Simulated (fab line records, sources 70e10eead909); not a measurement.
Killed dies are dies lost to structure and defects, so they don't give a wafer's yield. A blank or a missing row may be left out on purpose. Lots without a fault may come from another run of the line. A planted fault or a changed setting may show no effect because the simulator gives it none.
Chamber matching | flow nand_harc | NHARC_A_STAIRCASE_DESCUM_219 on rie_diel-01: 4 sister chambers
The step chemistry O2, time 3 s. 4 wafers are shown with their chamber, then 10 later ones without.

WAFERS WITH THEIR CHAMBER
wafer  | chamber | showerhead_plenum_p_Torr (Torr)
L080.5 | 0       | 1.80
L082.6 | 2       | 1.88
L087.2 | 1       | 1.89
L087.3 | 3       | 1.88

WAFERS WITHOUT THEIR CHAMBER
wafer  | showerhead_plenum_p_Torr (Torr)
L087.5 | 1.79
L089.1 | 1.89
L089.5 | 1.88
L089.6 | 1.87
L090.2 | 1.88
L090.3 | 1.87
L090.6 | 1.87
L095.3 | 1.87
L095.5 | 1.88
L095.6 | 1.78

WHICH CHAMBER EACH WENT THROUGH
wafer  | from the rows above          | in truth
L087.5 | 0                            | 0
L089.1 | can't be placed: 1 or 2 or 3 | 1
L089.5 | can't be placed: 2 or 3 or 1 | 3
L089.6 | can't be placed: 2 or 3 or 1 | 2
L090.2 | can't be placed: 2 or 3 or 1 | 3
L090.3 | can't be placed: 2 or 3 or 1 | 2
L090.6 | can't be placed: 2 or 3 or 1 | 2
L095.3 | can't be placed: 2 or 3 or 1 | 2
L095.5 | can't be placed: 2 or 3 or 1 | 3
L095.6 | 0                            | 0
Placed correctly: 2 of 10. Can't be placed from these rows: 8 (the true chamber is among the candidates in 8). Placed wrongly: 0.
How it was worked out, from the rows above alone: a wafer's distance from a chamber is the root of the sum, over the readings, of the square of ((its reading less the chamber's mean) divided by the reading's scatter). The wafer belongs to the nearest chamber; if the next one is less than 2 further off, it can't be placed. A chamber's mean is the mean of its shown wafers. The scatter: with one shown wafer a chamber, the root of the mean of the squares of how far each hidden wafer lies from its nearest shown one.
